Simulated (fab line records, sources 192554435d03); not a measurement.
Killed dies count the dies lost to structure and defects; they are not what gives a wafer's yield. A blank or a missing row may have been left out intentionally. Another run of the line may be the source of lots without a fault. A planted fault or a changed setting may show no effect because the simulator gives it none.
Problem report, 8D (eight disciplines) form, completed by code ; flow n5_finfet ; the parts of the form that need people (team, actions taken, sign-off) are left out

## 1. WHAT WENT WRONG
At N5_BEOL_M10_CD_MEAS_28, cd_nm averages 76.5 nm over 6 wafers from 2 lots, while fault-free wafers read 69.9 nm, standard deviation 0.96. Measured from the usual mean, that is +6.9 standard deviations.
The step: target cd 70 nm.
The first sign was on wafer L767.2 at day 14 22:07, on cd_sem-01. The record has a number at this step for 30 wafers belonging to 10 lots. Rule for "out" (also "out of limits"): further than 4 standard deviations from the usual mean. Any other wafer with a number is counted as sound.

## 2. WHAT IT IS, AND WHAT IT ISN'T
question;is;is not
which readings at this step;cd_nm;-
which lots;L767, L768;L747, L748, L753, L755, L757, L760, L765, L769
which wafers of those lots;all that have a number;-
read on which gauges;cd_sem-01, cd_sem-03;cd_sem-02
when;from day 14 22:07;"up to then (21 sound wafers); but 3 sound wafers of L769 came after"

## 3. THE SUSPECTS, EACH WITH WHAT RULES IT OUT
Counting: a tool at a process step up to the reading stays a suspect if it ran every lot that is out and no sound lot after the first of them.
- the gauge at N5_BEOL_M10_CD_MEAS_28 has been ruled out. Those wafers that are out were read across 2 gauges (cd_sem-01, cd_sem-03).
- litho_track-03 at N5_BEOL_M10_PEB_26 (peb time 60 s): kept. All lots that are out passed through it, beginning with L767 at day 14 22:03, and no sound lot followed; its final sound lot before that point was L760 at day 13 16:28.
After counting, what remains is litho_track-03 at N5_BEOL_M10_PEB_26.

## 4. THE CAUSE (what the simulator had put in)
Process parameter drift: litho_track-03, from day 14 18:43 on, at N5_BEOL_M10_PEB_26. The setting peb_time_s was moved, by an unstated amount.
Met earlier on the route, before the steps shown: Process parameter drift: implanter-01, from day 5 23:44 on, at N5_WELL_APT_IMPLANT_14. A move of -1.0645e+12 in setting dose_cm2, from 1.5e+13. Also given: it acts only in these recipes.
This tool alone remained once counting was done.

## 5. THE CHAIN OF EFFECTS, in route order
One row per reading whose mean, taken over the struck wafers that have a number, lies over 3 standard deviations from the usual. Readings are gone through only where the record gives a usual standard deviation; hours: the median, over the lots, of the time from a lot's start at the first step in this table giving one to that lot's start at this step; sigmas: the change measured in usual standard deviations.
hours;step;reading;usual;on struck wafers;change;sigmas
0;N5_BEOL_M10_CD_MEAS_28;cd_nm;69.9 nm;76.5;+6.6;+6.9

## 6. WHAT WOULD HAVE CAUGHT IT SOONER
3 hours passed between the start of the fault at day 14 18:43 and the first reading out of limits at a measuring or inspecting step in this record, taken at day 14 22:07.
Among the 2 lots that are out, L768 began N5_BEOL_M10_PEB_26 on litho_track-03 after day 14 22:07. Holding the tool at that time would have saved it.
